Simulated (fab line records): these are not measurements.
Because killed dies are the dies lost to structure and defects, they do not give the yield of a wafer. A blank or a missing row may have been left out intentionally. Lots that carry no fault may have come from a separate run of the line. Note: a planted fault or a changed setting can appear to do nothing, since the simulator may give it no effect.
Chamber matching	flow nand harc	NHARC_A_CONTACT_ALD_18 on ald metal-04 has 4 sister chambers
The step deposits TiN, target thk 3 nm, pulse time 1 s, ald cycles 150. 4 wafers are shown with their chamber, then 6 later ones without.

== EACH WAFER AND ITS CHAMBER ==
wafer	chamber	heater power w (W)
L113.2	1	1042
L122.6	3	1122
L125.2	2	1149
L125.5	0	992

== WAFERS WHOSE CHAMBER IS MISSING ==
wafer	heater power w (W)
L129.3	991
L129.5	1036
L129.6	1147
L130.2	1032
L130.3	1003
L130.6	982

== THE CHAMBER EACH PASSED THROUGH ==
wafer	from the rows above	in truth
L129.3	0	0
L129.5	1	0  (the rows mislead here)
L129.6	2	2
L130.2	1	1
L130.3	0	0
L130.6	0	0
Placed correctly: 5 of 6. From these rows, 0 cannot be placed. Wrongly placed: 1.
How it was worked out, from the rows above alone: a wafer's distance from a chamber is the root of the sum, over the readings, of the square of ((its reading less the chamber's mean) divided by the reading's scatter). The wafer belongs to the nearest chamber; if the next one is less than 2 further off, it can't be placed. A chamber's mean is the mean of its shown wafers. The scatter (one wafer shown for each chamber): square how far every hidden wafer sits from the nearest shown wafer, average those squares and take the square root.
